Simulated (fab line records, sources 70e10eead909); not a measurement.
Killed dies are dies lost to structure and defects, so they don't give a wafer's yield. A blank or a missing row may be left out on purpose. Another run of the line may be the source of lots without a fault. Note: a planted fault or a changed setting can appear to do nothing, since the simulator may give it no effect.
A lot that was struck, set against a sound lot | flow nand-harc | 16 out of 1302 route steps
Sound: these wafers, L325.4, L325.5, L325.6. Wafers L328.1, L328.3, L328.6 were the ones struck. The cause is given at the end.
At each step with rows: each side's tool, then ch and its chambers, then its first start. Under that, the readings that differ: sound wafers | struck wafers | difference of the means | sigmas: that difference in standard deviations of wafers without a fault.
alike: same words and numbers on both sides, and readings whose means sit less than 2 such deviations apart. not compared: any withheld reading, any reading some wafer has no value for, any bound like >300 that may hide the same value, and any number with overlapping values for which the record gives no deviation.
The two part at a step that has a row with sigmas, a row that says differs or no value, or rows on one side only. Numbers that have no deviation but don't overlap get no sigmas and don't part them. A reading missing from all wafers of one side parts the sides only when that side holds two or more wafers.

first, 1 step without rows for these wafers: NHARC_A_DECK1_JOINT_SRD_15.
NHARC_A_DECK1_JOINT_DEP_16: deposits SiO2, target thk 45 nm.
  sound on pecvd-03 ch 0,1,2, day 14 18:13; struck on pecvd-04 ch 0,1, day 16 07:41
  reading                | sound          | struck         | difference | sigmas
  throttle-valve-pct (%) | 16.1 16.6 16.5 | 15.4 15.2 15.3 | -1.1       | -2
  alike: heater-power-w
NHARC_A_DECK1_JOINT_THK_MEAS_17: measures by ellipsometry.
  sound on film-metro-02 at day 14 18:25; struck on film-metro-02 at day 16 07:59
  alike: thk-nm
NHARC_A_DECK1_JOINT_INSPECT_05:
  sound on defect-inspect-02 at day 14 18:26; struck on defect-inspect-02 at day 16 08:01
  alike: raw-defect-count
after that, 1 step with no rows for these wafers: NHARC_A_ONON_D2_DEP_00 (target thk 1000 nm).
NHARC_A_ONON_D2_THK_MEAS_02: measures by ellipsometry.
  sound on film-metro-01 at day 14 19:01; struck on film-metro-01 at day 16 08:35
  alike: thk-nm
after that, 1 step with no rows for these wafers: NHARC_A_ONON_D2_DEP_03 (target thk 1000 nm).
NHARC_A_ONON_D2_THK_MEAS_05: measures by ellipsometry.
  sound on film-metro-02 at day 14 19:35; struck on film-metro-01 at day 16 09:09
  reading     | sound          | struck      | difference | sigmas
  thk-nm (nm) | 1010 1009 1009 | 990 989 989 | -20        | -3
after that, 1 step with no rows for these wafers: NHARC_A_ONON_D2_DEP_06 (target thk 1000 nm).
NHARC_A_ONON_D2_THK_MEAS_08: measures by ellipsometry.
  sound on film-metro-01 at day 14 20:09; struck on film-metro-01 at day 16 09:43
  alike: thk-nm
after that, 1 step with no rows for these wafers: NHARC_A_ONON_D2_DEP_09 (target thk 1000 nm).
NHARC_A_ONON_D2_THK_MEAS_11: measures by ellipsometry.
  sound on film-metro-02 at day 14 20:43; struck on film-metro-01 at day 16 10:17
  alike: thk-nm
NHARC_A_ONON_D2_DEP_12: target thk 1000 nm.
  sound on pecvd-onon-04 ch 0, day 14 20:57; struck on pecvd-onon-04 ch 0, day 16 10:20
NHARC_A_ONON_D2_THK_MEAS_14: measures by ellipsometry.
  sound on film-metro-02 at day 14 21:17; struck on film-metro-02 at day 16 10:51
  reading     | sound       | struck         | difference | sigmas
  thk-nm (nm) | 994 994 994 | 1452 1454 1451 | +458       | +64
then, 1 step without rows for these wafers: NHARC_A_ONON_D2_ANNEAL_15 (time 3600 s).
-- record jumps: 12 days between struck wafers' starts before vs after; left off in module A_ONON_D2, resumes in module END, first step shown is number 1302 of the route --
NHARC_END_SORT_01:
  only the struck wafers appear in the record here, on prober-01 ch 0 at day 28 19:02; the sound ones have no rows

WHERE THEY PART
Last at NHARC_END_SORT_01 as far as this record goes, first at NHARC_A_DECK1_JOINT_DEP_16.

WHY: whatever the simulator had introduced
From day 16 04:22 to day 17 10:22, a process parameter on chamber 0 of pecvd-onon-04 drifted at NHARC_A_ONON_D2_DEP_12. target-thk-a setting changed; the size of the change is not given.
